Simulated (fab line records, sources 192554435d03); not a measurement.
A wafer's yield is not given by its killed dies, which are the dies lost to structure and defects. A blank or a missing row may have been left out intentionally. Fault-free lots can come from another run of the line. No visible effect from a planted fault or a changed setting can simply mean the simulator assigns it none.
fab line records	flow n5_finfet
record lots=11	wafers=30	last_day=18
route steps=1938 shown BEOL_M11@1539 PASSIVATION@1936
lots that met no fault: from a run of the same line without faults
start_h: start of the lot's first displayed wafer, in hours after the record's first day	wait_h: hours since the lot's step before	" repeats the value in the row above	L1.1+2: several wafers, shown together as one row	- either no value or no given start	* or withheld: withheld	< > ~ a bound
route shown NAME@n: NAME is a module with steps in the file, n the number in the route of the first one	usual: mean/standard deviation taken from wafers without a fault	same: alike in all rows	chamber/n: place in a boat	sites: per-site readings	_std_site: the values' standard deviation	_edge_site: outer sites' mean less inner sites'	radius_mm: how far each site lies from the wafer's centre	mask NAME#n: copy n	behind: the tool/chamber that last shaped the wafer	hold: why the lot went on hold/how many hours it stayed there/how the hold came to an end	device: which transistor (n, p or np) failed to switch	end of line: tests run on the same wafers once the route is complete	a step without rows: its recipe alone	killed: count of dies lost to structure and defects at first sort (not the wafer's yield)	map: dies across one wafer; x = killed, . = not, _ = none there
set.NAME: the setting the step ran with; set.NAME@STEP: the setting that earlier step ran with	model.NAME: the simulator's own value behind a step, which no gauge read
steps of the route over a sample of lots; a table a step, a row a wafer
services: from which hour (start_h, from the record's first day; less than 0 if before it) a tool's chamber was out of use, for how many hours, and why
## steps
# step N5_BEOL_M11_PECVD_70
# recipe material=SiO2	target_thk_a=200	temp_c=400	precursor=TEOS/O2	pressure_torr=5.5	rf_w=450	teos_flow_sccm=53.8	gas=O2	flow_sccm=3000	time_s=22.7
# usual heater_power_w=697/83	showerhead_plenum_p_Torr=8.74/0.036	throttle_valve_pct=21.4/1.4
lot.wafer	tool	chamber	start_h	wait_h	heater_power_w	showerhead_plenum_p_Torr	since_wet_clean_h	throttle_valve_pct
L835.1	pecvd-03	2	244.89	0.0	724	8.76	195	20.0
L835.6	"	0	"	"	650	8.83	-	22.6
L836.2	pecvd-03	1	252.66	0.0	623	8.76	1682	24.1
L836.5	"	0	"	"	687	8.81	-	22.2
L836.6	"	1	"	"	631	8.71	-	24.0
L839.1	pecvd-03	1	257.00	0.0	673	8.75	1686	24.0
L839.3	"	0	"	"	722	8.83	961	22.1
L837.1	pecvd-03	1	258.22	0.0	550	8.75	1687	23.9
L837.6	"	2	"	"	700	8.75	-	19.7
L840.3	pecvd-02	1	275.26	0.0	668	8.74	1523	21.1
L840.4	"	0	"	"	620	8.70	-	20.5
L840.5	"	1	"	"	684	8.74	-	20.9
L848.1	pecvd-03	1	304.70	0.0	646	8.72	1734	24.1
L848.2	"	2	"	"	757	8.77	255	19.9
L848.5	"	0	"	"	640	8.81	-	22.2
L849.1	pecvd-02	0	326.25	0.0	704	8.70	849	20.4
L849.4	"	1	"	"	713	8.74	-	21.2
L849.6	"	2	"	"	757	8.71	-	19.5
L852.1	pecvd-04	1	348.93	0.0	705	8.71	2140	22.5
L852.4	"	1	"	"	703	8.68	-	22.2
L852.6	"	0	"	"	569	8.78	-	21.8
L856.1	pecvd-02	2	354.27	0.0	841	8.72	123	19.3
L856.2	"	0	"	"	570	8.70	877	20.8
L856.6	"	0	"	"	584	8.70	-	20.8
L853.3	pecvd-04	1	355.03	0.0	575	8.71	2146	22.6
L853.4	"	1	"	"	578	8.70	-	22.4
L853.5	"	2	"	"	670	8.74	-	22.4
L857.1	pecvd-02	1	378.72	0.0	719	8.76	1626	21.4
L857.3	"	0	"	"	664	8.70	901	21.1
L857.5	"	1	"	"	703	8.74	-	21.1
# step N5_BEOL_M11_TRENCH_ETCH_37
# recipe chemistry=C4F6/O2	target_depth_a=1488.3	target=SiCOH_lowk	time_s=48	ion_energy_ev=250	pressure_mtorr=30	source_w=345	bias_w=185	Ar_flow_sccm=300	C4F6_flow_sccm=10	O2_flow_sccm=10
# usual O2_flow_sccm=10.00/0.03	bias_w=184.9/0.57	drypump_motor_current_A=5.7/0.43	oes_product_au=0.76/0.08	rf_vpp_V=665/17	showerhead_plenum_p_Torr=2.79/0.086	throttle_valve_pct=20.98/0.26
# same time_s=48
lot.wafer	tool	chamber	start_h	wait_h	O2_flow_sccm	bias_w	drypump_motor_current_A	oes_product_au	rf_hours_counter_h	rf_vpp_V	showerhead_plenum_p_Torr	throttle_valve_pct
L835.1	rie_diel-01	1	-	-	10.07	185.1	5.3	0.73	176	691	2.70	21.02
L835.6	"	0	"	"	10.06	184.2	6.4	0.73	-	686	2.80	20.64
L836.2	rie_diel-01	2	-	-	9.99	184.4	6.1	0.72	180	666	2.92	20.57
L836.5	"	1	"	"	10.00	184.9	5.3	0.74	-	691	2.70	21.02
L836.6	"	0	"	"	9.99	185.0	6.4	0.72	-	684	2.80	20.68
L839.1	rie_diel-01	0	-	-	10.04	184.8	6.5	0.73	198	683	2.80	20.67
L839.3	"	3	"	"	9.98	185.0	6.1	0.71	224	646	2.70	21.45
L837.1	rie_diel-03	2	-	-	9.99	185.4	5.9	0.94	25	649	2.74	20.86
L837.6	"	3	"	"	9.96	183.6	5.2	0.73	-	638	2.72	21.12
L840.3	rie_diel-03	3	-	-	9.99	185.0	5.2	0.72	183	638	2.72	21.14
L840.4	"	2	"	"	9.96	184.9	5.8	0.92	31	650	2.74	20.87
L840.5	"	3	"	"	9.98	185.1	5.2	0.72	-	637	2.72	21.13
L848.1	rie_diel-02	1	-	-	10.00	184.1	5.6	0.73	181	651	2.73	21.30
L848.2	"	0	"	"	10.02	184.9	5.6	0.87	34	671	2.92	20.72
L848.5	"	3	"	"	10.00	185.1	5.3	0.79	-	675	2.86	20.81
L849.1	rie_diel-01	3	-	-	10.02	185.1	6.1	0.68	246	646	2.69	21.48
L849.4	"	0	"	"	9.98	185.2	6.4	0.71	221	681	2.79	20.71
L849.6	"	1	"	"	10.00	184.6	5.3	0.72	-	692	2.69	21.07
L852.1	rie_diel-01	1	-	-	9.99	185.1	5.3	0.72	207	692	2.69	21.08
L852.4	"	2	"	"	9.99	185.5	6.1	0.70	-	666	2.91	20.62
L852.6	"	0	"	"	10.06	185.1	6.4	0.70	-	684	2.79	20.74
L853.3	rie_diel-01	1	-	-	9.97	185.6	5.3	0.72	212	693	2.68	21.09
L853.4	"	0	"	"	9.99	186.0	6.4	0.70	-	682	2.79	20.70
L853.5	"	2	"	"	9.98	185.2	6.1	0.69	-	668	2.91	20.63
L856.1	rie_diel-03	3	-	-	10.06	185.3	5.2	0.70	208	635	2.71	21.17
L856.2	"	1	"	"	9.98	185.2	5.1	0.90	30	655	2.79	21.11
L856.6	"	2	"	"	10.01	185.0	5.8	0.89	-	650	2.73	20.89
L857.1	rie_diel-02	0	-	-	10.06	185.8	5.6	0.85	55	670	2.91	20.75
L857.3	"	1	"	"	10.05	183.7	5.6	0.72	203	651	2.72	21.32
L857.5	"	3	"	"	10.02	185.0	5.3	0.78	-	673	2.86	20.84
# step N5_BEOL_M11_OCD_MEAS_38
# usual trench_depth_nm=148/3.4
lot.wafer	tool	chamber	start_h	wait_h	trench_depth_nm
L835.1	ocd-02	-	252.34	-	147
L835.6	"	-	"	"	147
L836.2	ocd-01	-	255.41	-	146
L836.5	"	-	"	"	147
L836.6	"	-	"	"	147
L839.1	ocd-02	-	260.02	-	147
L839.3	"	-	"	"	151
L837.1	ocd-01	-	262.72	-	154
L837.6	"	-	"	"	143
L840.3	ocd-02	-	279.80	-	143
L840.4	"	-	"	"	153
L840.5	"	-	"	"	143
L848.1	ocd-02	-	311.45	-	142
L848.2	"	-	"	"	148
L848.5	"	-	"	"	150
L849.1	ocd-02	-	332.55	-	148
L849.4	"	-	"	"	148
L849.6	"	-	"	"	150
L852.1	ocd-02	-	352.33	-	148
L852.4	"	-	"	"	146
L852.6	"	-	"	"	147
L853.3	ocd-01	-	359.54	-	148
L853.4	"	-	"	"	146
L853.5	"	-	"	"	143
L856.1	ocd-01	-	360.92	-	142
L856.2	"	-	"	"	151
L856.6	"	-	"	"	152
L857.1	ocd-02	-	384.55	-	149
L857.3	"	-	"	"	144
L857.5	"	-	"	"	150
# step N5_BEOL_M11_SURFACE_TREAT_76
# recipe gas=Ar	time_s=*	ion_energy_ev=*	ion_current_ma_cm2=0.5	pressure_mtorr=*	ar_flow_sccm=30
# usual ar_flow_sccm=30.00/0.093	throttle_valve_pct=*
# same time_s=*
lot.wafer	tool	chamber	start_h	wait_h	ar_flow_sccm	throttle_valve_pct
L835.1	pvd_sputter-02	-	255.30	1.4	30.07	*
L835.6	"	-	"	"	29.93	*
L836.2	pvd_sputter-02	-	257.06	0.5	29.96	*
L836.5	"	-	"	"	29.88	*
L836.6	"	-	"	"	30.04	*
L839.1	pvd_sputter-02	-	261.26	0.3	30.11	*
L839.3	"	-	"	"	30.05	*
L837.1	pvd_sputter-01	-	263.86	0.2	29.83	*
L837.6	"	-	"	"	30.02	*
L840.3	pvd_sputter-01	-	281.84	0.2	29.95	*
L840.4	"	-	"	"	30.12	*
L840.5	"	-	"	"	29.83	*
L848.1	pvd_sputter-03	-	313.91	1.5	30.08	*
L848.2	"	-	"	"	29.97	*
L848.5	"	-	"	"	30.07	*
L849.1	pvd_sputter-03	-	334.11	0.2	30.00	*
L849.4	"	-	"	"	29.83	*
L849.6	"	-	"	"	29.94	*
L852.1	pvd_sputter-02	-	353.62	0.3	29.71	*
L852.4	"	-	"	"	30.06	*
L852.6	"	-	"	"	30.18	*
L853.3	pvd_sputter-02	-	361.05	0.2	29.85	*
L853.4	"	-	"	"	29.97	*
L853.5	"	-	"	"	29.85	*
L856.1	pvd_sputter-03	-	362.29	0.2	29.85	*
L856.2	"	-	"	"	30.13	*
L856.6	"	-	"	"	30.12	*
L857.1	pvd_sputter-02	-	386.80	0.3	30.01	*
L857.3	"	-	"	"	30.03	*
L857.5	"	-	"	"	30.02	*
# step N5_BEOL_M11_CMP_52
# recipe stop_on=SiCOH_lowk	t_overpolish_s=7	down_force_psi=1	platen_rpm=50	clearing_platen_down_force_psi=1.5	clearing_platen_rpm=50	post_cmp_clean=cu_alkaline	target_thk_nm=140	clearing_platen_pad_velocity_m_s=0.99484	pad_velocity_m_s=0.99484
# usual barrier_field_endpoint_s=28.7/0.94	head_pressure_psi=0.9999/0.0024	motor_current_A=6.1/0.61	platen_rpm=50.00/0.03
lot.wafer	tool	chamber	start_h	wait_h	barrier_field_endpoint_s	head_pressure_psi	motor_current_A	platen_rpm
L835.1	cmp-02	2	256.58	0.6	30.3	0.9974	5.9	49.98
L835.6	"	2	"	"	31.5	0.9972	6.1	50.05
L836.2	cmp-03	1	257.90	0.3	28.6	1.0033	7.4	50.00
L836.6	"	3	"	"	29.8	0.9996	6.2	49.94
L836.5	"	0	"	"	28.7	1.0034	5.9	49.99
L839.1	cmp-02	0	263.53	0.4	28.5	1.0008	6.6	49.98
L839.3	"	1	"	"	28.4	0.9952	6.2	49.97
L837.1	cmp-02	2	265.97	0.3	30.6	1.0040	6.0	50.00
L837.6	"	3	"	"	29.2	0.9973	5.5	49.99
L840.3	cmp-04	1	282.72	0.2	27.5	0.9972	6.8	49.96
L840.4	"	2	"	"	28.1	1.0006	5.2	49.96
L840.5	"	0	"	"	30.0	0.9983	5.9	49.97
L848.2	cmp-04	3	314.75	0.2	28.7	0.9989	6.3	49.99
L848.1	"	0	"	"	30.7	0.9964	6.0	49.99
L848.5	"	3	"	"	22.2	0.9970	6.4	49.98
L849.4	cmp-03	2	335.35	0.1	29.0	0.9990	6.2	50.02
L849.1	"	0	"	"	28.3	1.0003	5.6	50.00
L849.6	"	3	"	"	28.6	0.9958	6.1	49.96
L852.4	cmp-02	1	354.42	0.2	27.7	0.9977	6.4	50.10
L852.1	"	2	"	"	29.5	1.0019	6.0	50.03
L852.6	"	3	"	"	28.8	1.0005	5.5	50.02
L853.4	cmp-04	2	362.18	0.2	28.0	1.0016	5.2	50.02
L853.3	"	1	"	"	27.0	0.9928	6.8	50.00
L853.5	"	3	"	"	27.7	0.9976	6.3	50.02
L856.2	cmp-04	1	363.04	0.2	28.1	1.0011	6.9	49.95
L856.1	"	2	"	"	28.4	0.9987	5.2	50.00
L856.6	"	1	"	"	28.2	0.9969	7.1	49.98
L857.1	cmp-03	0	387.78	0.3	29.1	0.9988	5.5	50.03
L857.3	"	1	"	"	28.5	1.0029	7.4	50.00
L857.5	"	3	"	"	28.9	0.9994	5.9	49.98
# step N5_PASSIVATION_PROBE_49
# usual defect_limited_yield=91.3/1.4	killed_at_M0_to_M3=33/9.9	killed_at_M4_up=15/5.6	killed_at_contacts=13/5.7	killed_at_front_end=38/12	killed_at_other=4/3.1	killed_dies=103/17	killed_open=66/13	killed_short=32/7.8	sort_bin_4_leakage=0.02/0.16	sort_bin_5_function=5.1/0.95	sort_bin_6_memory=3.2/0.68	sort_n_pass=1077/17	sort_yield_pct=91.3/1.5
# same gross_dies=1180	killed_at_back_side=0	sort_bin_8_speed[%]=0
lot.wafer	tool	chamber	start_h	wait_h	defect_limited_yield[%]	killed_at_M0_to_M3	killed_at_M4_up	killed_at_contacts	killed_at_front_end	killed_at_other	killed_dies	killed_open	killed_short	sort_bin_4_leakage[%]	sort_bin_5_function[%]	sort_bin_6_memory[%]	sort_n_pass	sort_yield_pct[%]
L835.1	prober-02	-	294.34	0.0	91.2	56	5	12	25	6	104	56	45	0	4.1	4.3	1076	91.2
L835.6	prober-02	-	294.59	0.3	89.9	45	26	11	33	4	119	75	43	0	6.2	3.2	1061	89.9
L839.1	prober-01	-	298.65	0.0	91.0	33	20	12	39	2	106	70	33	0	5.0	3.6	1074	91.0
L839.3	prober-01	-	298.75	0.1	92.8	21	17	12	31	4	85	50	31	0	3.6	3.2	1095	92.8
L836.2	prober-02	-	299.49	0.1	88.9	50	18	13	47	3	131	83	45	0	7.8	3.1	1049	88.9
L836.5	prober-02	-	299.64	0.2	92.1	49	15	8	17	4	93	57	32	0	4.6	3.1	1087	92.1
L836.6	prober-02	-	299.69	0.3	90.5	56	5	13	35	3	112	71	37	0	6.0	3.0	1068	90.5
L837.1	prober-01	-	302.87	0.0	92.6	23	21	10	28	5	87	51	32	0	5.0	1.9	1093	92.6
L837.6	prober-01	-	303.12	0.3	90.2	32	32	9	38	5	116	71	42	0	5.8	3.6	1064	90.2
L840.3	prober-02	-	321.27	0.1	90.9	28	15	11	50	3	107	62	39	0	5.3	2.8	1073	90.9
L840.4	prober-02	-	321.32	0.2	90.9	26	20	20	40	1	107	70	29	0	6.3	2.5	1073	90.9
L840.5	prober-02	-	321.37	0.2	90.9	29	14	23	39	2	107	69	35	1.27	5.7	3.1	1058	89.7
L848.1	prober-01	-	350.34	0.0	89.2	49	18	14	41	6	128	86	40	0	6.1	4.4	1052	89.2
L848.2	prober-01	-	350.39	0.1	92.0	43	5	17	29	0	94	63	23	0	4.1	3.1	1086	92.0
L848.5	prober-01	-	350.54	0.2	92.5	40	10	11	23	4	88	58	28	0	4.7	2.5	1092	92.5
L849.1	prober-01	-	371.55	0.0	92.2	33	16	13	28	2	92	63	26	0	5.0	2.5	1088	92.2
L849.4	prober-01	-	371.70	0.2	93.1	27	12	4	38	0	81	56	21	0	4.0	2.5	1099	93.1
L849.6	prober-01	-	371.80	0.3	91.2	36	10	3	53	2	104	71	32	0	5.1	3.6	1076	91.2
L852.1	prober-01	-	396.70	0.0	91.0	36	10	12	43	5	106	65	37	0	5.1	3.4	1074	91.0
L852.4	prober-01	-	396.85	0.2	91.8	24	14	13	37	9	97	59	37	0	4.3	3.4	1083	91.8
L852.6	prober-01	-	396.95	0.3	92.2	23	13	12	36	8	92	59	29	0	4.2	3.2	1088	92.2
L856.1	prober-02	-	406.15	0.0	92.5	32	9	12	33	2	88	50	37	0	4.7	2.3	1092	92.5
L856.2	prober-02	-	406.20	0.1	91.9	29	12	5	49	0	95	52	36	0	4.4	2.9	1085	91.9
L856.6	prober-02	-	406.40	0.3	93.3	42	5	10	20	2	79	47	29	0	3.6	2.8	1101	93.3
L853.3	prober-01	-	408.24	0.1	90.8	27	15	10	55	2	109	71	30	0	4.8	3.9	1071	90.8
L853.4	prober-01	-	408.29	0.2	88.1	40	22	7	67	5	141	93	42	0	7.0	4.3	1039	88.1
L853.5	prober-01	-	408.34	0.2	91.1	28	19	4	49	5	105	67	35	0	5.9	2.9	1075	91.1
L857.1	prober-02	-	432.52	0.0	93.1	15	18	10	38	0	81	52	22	0	4.7	1.9	1099	93.1
L857.3	prober-02	-	432.62	0.1	91.5	38	15	7	37	3	100	61	34	0	5.3	2.9	1080	91.5
L857.5	prober-02	-	432.72	0.2	90.1	26	17	18	53	3	117	67	44	0	6.0	3.7	1063	90.1
# killed by level:class
L835.1 BEOL_M0_SAQP:geometric_particle:short=21 MOL_CONTACT_COAG:geometric_particle:open=10 BEOL_M0_SAQP:geometric_particle:open=10 BEOL_M1:geometric_particle:open=9 BEOL_M2:geometric_particle:open=6 STI_FIN_REVEAL:geometric_particle:open=5 ILD0:geometric_particle:short=4 GATE_CUT:geometric_particle:open=3
L835.6 BEOL_M0_SAQP:geometric_particle:short=13 BEOL_M4:geometric_particle:open=13 MOL_CONTACT_COAG:geometric_particle:open=10 BEOL_M1:geometric_particle:open=9 BEOL_M0_SAQP:geometric_particle:open=8 GATE_CUT:geometric_particle:open=6 BEOL_M5:geometric_particle:open=6 GATE_CUT:geometric_particle:short=5
L839.1 STI_FIN_REVEAL:geometric_particle:open=12 MOL_CONTACT_COAG:geometric_particle:open=11 BEOL_M0:geometric_particle:open=8 BEOL_M2:geometric_particle:open=7 FIN_SAQP:geometric_particle:open=6 BEOL_M0:geometric_particle:short=5 FIN_SAQP:geometric_particle:short=4 GATE_CUT:geometric_particle:short=4
L839.3 MOL_CONTACT_COAG:geometric_particle:open=9 FIN_SAQP:geometric_particle:open=6 DUMMY_GATE:geometric_particle:open=6 FIN_SAQP:geometric_particle:short=5 STARTING-WAFER:geometric_particle:short=5 GATE_CUT:geometric_particle:short=3 MOL_CONTACT_COAG:geometric_particle:short=3 BEOL_M0_SAQP:geometric_particle:short=3
L836.2 BEOL_M2:geometric_particle:open=13 STI_FIN_REVEAL:geometric_particle:open=11 BEOL_M1:geometric_particle:open=10 MOL_CONTACT_COAG:geometric_particle:open=8 BEOL_M0_SAQP:geometric_particle:short=8 FIN_SAQP:geometric_particle:open=6 FIN_SAQP:geometric_particle:short=6 MOL_CONTACT_COAG:geometric_particle:short=5
L836.5 BEOL_M0_SAQP:geometric_particle:short=13 BEOL_M2:geometric_particle:open=12 BEOL_M0_SAQP:geometric_particle:open=7 MOL_CONTACT_COAG:geometric_particle:open=5 BEOL_M3:geometric_particle:open=5 BEOL_M4:geometric_particle:open=4 FIN_SAQP:geometric_particle:open=3 STI_FIN_REVEAL:geometric_particle:open=3
L836.6 BEOL_M0_SAQP:geometric_particle:open=19 BEOL_M0_SAQP:geometric_particle:short=12 MOL_CONTACT_COAG:geometric_particle:open=11 BEOL_M2:geometric_particle:open=10 STI_FIN_REVEAL:geometric_particle:open=6 BEOL_M1:geometric_particle:open=5 BEOL_M3:geometric_particle:open=5 FIN_SAQP:geometric_particle:short=4
L837.1 FIN_SAQP:geometric_particle:short=9 MOL_CONTACT_COAG:geometric_particle:open=7 BEOL_M0_SAQP:geometric_particle:short=6 BEOL_M1:geometric_particle:open=6 BEOL_M4:geometric_particle:short=6 BEOL_M4:geometric_particle:open=6 DUMMY_GATE:geometric_particle:open=5 BEOL_M0_SAQP:geometric_particle:open=5
L837.6 BEOL_M4:geometric_particle:open=14 FIN_SAQP:geometric_particle:short=10 FIN_SAQP:geometric_particle:open=9 BEOL_M1:geometric_particle:open=8 BEOL_M4:geometric_particle:short=8 BEOL_M0_SAQP:geometric_particle:open=7 BEOL_M0_SAQP:geometric_particle:short=7 MOL_CONTACT_COAG:geometric_particle:open=6
L840.3 FIN_SAQP:geometric_particle:short=11 STI_FIN_REVEAL:geometric_particle:open=10 MOL_CONTACT_COAG:geometric_particle:open=9 GATE_CUT:geometric_particle:short=6 BEOL_M5:geometric_particle:open=6 BEOL_M1:geometric_particle:open=6 HKMG_FIN:area_etch=6 BEOL_M0_SAQP:geometric_particle:open=5
L840.4 FIN_SAQP:geometric_particle:open=16 MOL_CONTACT_COAG:geometric_particle:open=15 BEOL_M0_SAQP:geometric_particle:short=7 BEOL_M0_SAQP:geometric_particle:open=7 BEOL_M4:geometric_particle:open=6 STARTING-WAFER:geometric_particle:open=4 FIN_SAQP:geometric_particle:short=4 STI_FIN_REVEAL:geometric_particle:open=4
L840.5 MOL_CONTACT_COAG:geometric_particle:open=18 FIN_SAQP:geometric_particle:open=9 BEOL_M2:geometric_particle:open=8 FIN_SAQP:geometric_particle:short=7 BEOL_M1:geometric_particle:open=7 GATE_CUT:geometric_particle:open=6 BEOL_M0_SAQP:geometric_particle:short=6 BEOL_M4:geometric_particle:open=5
L848.1 MOL_CONTACT_COAG:geometric_particle:open=14 BEOL_M0_SAQP:geometric_particle:open=13 BEOL_M0_SAQP:geometric_particle:short=11 FIN_SAQP:geometric_particle:open=9 BEOL_M4:geometric_particle:open=9 FIN_SAQP:geometric_particle:short=8 STI_FIN_REVEAL:geometric_particle:open=7 BEOL_M2:geometric_particle:open=7
L848.2 MOL_CONTACT_COAG:geometric_particle:open=14 BEOL_M0_SAQP:geometric_particle:open=14 BEOL_M0_SAQP:geometric_particle:short=8 BEOL_M3:geometric_particle:open=8 HKMG_FIN:area_etch=8 DUMMY_GATE:geometric_particle:open=5 STI_FIN_REVEAL:geometric_particle:open=4 STARTING-WAFER:geometric_particle:open=4
L848.5 BEOL_M3:geometric_particle:open=13 BEOL_M0_SAQP:geometric_particle:short=9 BEOL_M2:geometric_particle:open=9 MOL_CONTACT_COAG:geometric_particle:open=8 FIN_SAQP:geometric_particle:open=5 STARTING-WAFER:geometric_particle:open=5 BEOL_M4:geometric_particle:short=4 STI_FIN_REVEAL:geometric_particle:open=3
L849.1 MOL_CONTACT_COAG:geometric_particle:open=11 BEOL_M4:geometric_particle:open=10 STI_FIN_REVEAL:geometric_particle:open=8 BEOL_M1:geometric_particle:open=8 FIN_SAQP:geometric_particle:open=6 BEOL_M0_SAQP:geometric_particle:short=5 BEOL_M2:geometric_particle:open=5 BEOL_M3:geometric_particle:short=4
L849.4 FIN_SAQP:geometric_particle:open=10 BEOL_M1:geometric_particle:open=10 FIN_SAQP:geometric_particle:short=6 BEOL_M0_SAQP:geometric_particle:open=5 BEOL_M4:geometric_particle:open=5 BEOL_M0_SAQP:geometric_particle:short=4 BEOL_M3:geometric_particle:open=4 STI_FIN_REVEAL:geometric_particle:open=3
L849.6 STI_FIN_REVEAL:geometric_particle:open=18 FIN_SAQP:geometric_particle:open=10 BEOL_M1:geometric_particle:open=10 BEOL_M3:geometric_particle:open=7 GATE_CUT:geometric_particle:open=5 BEOL_M0_SAQP:geometric_particle:open=5 BEOL_M0_SAQP:geometric_particle:short=5 FIN_SAQP:geometric_particle:short=3
L852.1 STI_FIN_REVEAL:geometric_particle:open=11 MOL_CONTACT_COAG:geometric_particle:open=10 FIN_SAQP:geometric_particle:short=8 BEOL_M2:geometric_particle:open=8 BEOL_M3:geometric_particle:open=6 BEOL_M0_SAQP:geometric_particle:open=5 GATE_CUT:geometric_particle:short=5 BEOL_M1:geometric_particle:open=5
L852.4 MOL_CONTACT_COAG:geometric_particle:open=12 BEOL_M3:geometric_particle:open=8 FIN_SAQP:geometric_particle:short=6 BEOL_M0_SAQP:geometric_particle:short=6 FIN_SAQP:geometric_particle:open=5 STI_FIN_REVEAL:geometric_particle:open=4 DUMMY_GATE:geometric_particle:open=4 GATE_CUT:geometric_particle:short=4
L852.6 FIN_SAQP:geometric_particle:open=11 MOL_CONTACT_COAG:geometric_particle:open=9 STI_FIN_REVEAL:geometric_particle:open=5 BEOL_M0_SAQP:geometric_particle:short=5 BEOL_M4:geometric_particle:open=5 FIN_SAQP:geometric_particle:short=4 BEOL_M0_SAQP:geometric_particle:open=4 PAD_METAL:geometric_particle:open=4
L856.1 FIN_SAQP:geometric_particle:short=9 BEOL_M2:geometric_particle:open=9 MOL_CONTACT_COAG:geometric_particle:open=8 GATE_CUT:geometric_particle:short=7 BEOL_M0_SAQP:geometric_particle:short=6 BEOL_M3:geometric_particle:open=5 STI_FIN_REVEAL:geometric_particle:open=4 MOL_CONTACT_COAG:geometric_particle:short=4
L856.2 FIN_SAQP:geometric_particle:short=15 FIN_SAQP:geometric_particle:open=10 BEOL_M0_SAQP:geometric_particle:short=8 BEOL_M3:geometric_particle:open=8 STI_FIN_REVEAL:geometric_particle:open=6 BEOL_M0_SAQP:geometric_particle:open=5 BEOL_M4:geometric_particle:open=5 MOL_CONTACT_COAG:geometric_particle:open=4
L856.6 BEOL_M0_SAQP:geometric_particle:short=13 MOL_CONTACT_COAG:geometric_particle:open=9 BEOL_M3:geometric_particle:open=8 BEOL_M0_SAQP:geometric_particle:open=8 BEOL_M1:geometric_particle:open=5 FIN_SAQP:geometric_particle:open=3 GATE_CUT:geometric_particle:short=3 BEOL_M2:geometric_particle:open=3
L853.3 FIN_SAQP:geometric_particle:open=12 BEOL_M1:geometric_particle:open=10 STI_FIN_REVEAL:geometric_particle:open=9 BEOL_M4:geometric_particle:open=8 FIN_SAQP:geometric_particle:short=7 MOL_CONTACT_COAG:geometric_particle:open=7 DUMMY_GATE:geometric_particle:open=6 BEOL_M0_SAQP:geometric_particle:short=6
L853.4 FIN_SAQP:geometric_particle:open=26 BEOL_M0_SAQP:geometric_particle:short=11 BEOL_M5:geometric_particle:open=10 BEOL_M1:geometric_particle:open=8 BEOL_M3:geometric_particle:open=7 BEOL_M4:geometric_particle:open=7 FIN_SAQP:geometric_particle:short=6 STI_FIN_REVEAL:geometric_particle:open=6
L853.5 FIN_SAQP:geometric_particle:open=20 BEOL_M2:geometric_particle:open=10 FIN_SAQP:geometric_particle:short=8 BEOL_M0_SAQP:geometric_particle:short=6 BEOL_M1:geometric_particle:open=6 STI_FIN_REVEAL:geometric_particle:short=5 BEOL_M4:geometric_particle:open=5 MOL_CONTACT_COAG:geometric_particle:open=3
L857.1 FIN_SAQP:geometric_particle:open=12 BEOL_M0_SAQP:geometric_particle:open=7 BEOL_M4:geometric_particle:open=7 MOL_CONTACT_COAG:geometric_particle:open=6 BEOL_M5:geometric_particle:open=6 FIN_SAQP:geometric_particle:short=5 STI_FIN_REVEAL:geometric_particle:open=5 DUMMY_GATE:geometric_particle:open=5
L857.3 BEOL_M0_SAQP:geometric_particle:open=12 BEOL_M0_SAQP:geometric_particle:short=9 FIN_SAQP:geometric_particle:short=8 STI_FIN_REVEAL:geometric_particle:open=7 MOL_CONTACT_COAG:geometric_particle:open=7 DUMMY_GATE:geometric_particle:open=6 BEOL_M1:geometric_particle:open=6 FIN_SAQP:geometric_particle:open=5
L857.5 FIN_SAQP:geometric_particle:open=15 FIN_SAQP:geometric_particle:short=11 MOL_CONTACT_COAG:geometric_particle:open=10 STI_FIN_REVEAL:geometric_particle:open=8 BEOL_M0:geometric_particle:open=8 MOL_CONTACT_COAG:geometric_particle:short=7 BEOL_M4:geometric_particle:short=6 STARTING-WAFER:geometric_particle:short=6
## services
tool	chamber	start_h	hours	kind
cmp-04	-	223.44	4.0	pm
cmp-02	-	236.62	6.2	pm
cmp-02	-	250.96	0.5	repair
cmp-02	-	257.76	4.0	pm
cmp-04	-	261.59	0.5	repair
pecvd-04	-	270.79	3.2	repair
cmp-04	-	281.53	0.5	repair
pecvd-03	1	281.86	19.3	repair
rie_diel-02	1	285.26	2.9	repair
cmp-03	-	296.81	5.0	repair
cmp-03	-	304.61	1.0	repair
rie_diel-02	2	311.15	15.1	repair
rie_diel-03	2	315.58	9.5	repair
cmp-02	-	324.79	3.9	repair
cmp-02	-	334.69	4.5	repair
rie_diel-01	3	344.62	-	clean
rie_diel-01	3	344.62	-	consumable_replace:focus_ring
rie_diel-01	3	344.62	-	consumable_replace:showerhead
rie_diel-01	3	344.62	16.0	scheduled_down
rie_diel-01	-	347.50	0.1	repair
rie_diel-02	-	355.65	15.6	pm
pecvd-04	-	368.61	28.1	pm
pvd_sputter-02	-	379.03	2.5	repair
cmp-03	-	383.67	2.2	repair
## key
first_sign step=N5_BEOL_M11_CMP_52	reading=barrier_field_endpoint_s	direction=down	sigmas=6.8	usual=28.7	struck=22.2
effect none on later readings
met_at N5_BEOL_M11_PECVD_70
struck_lots L848
struck_wafers L848.5
not_acting_at N5_BEOL_M11_TRENCH_ETCH_37,N5_BEOL_M11_OCD_MEAS_38,N5_BEOL_M11_SURFACE_TREAT_76
onset_between 258.22 304.70
fault kind=process_parameter_drift	tool=pecvd-03	chamber=-	onset_h=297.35	steps=N5_BEOL_M11_PECVD_70	channel=time_s	offset=*	shape=step	end_h=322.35	scope=struck_wafers_only	acts_in=*	stated=*
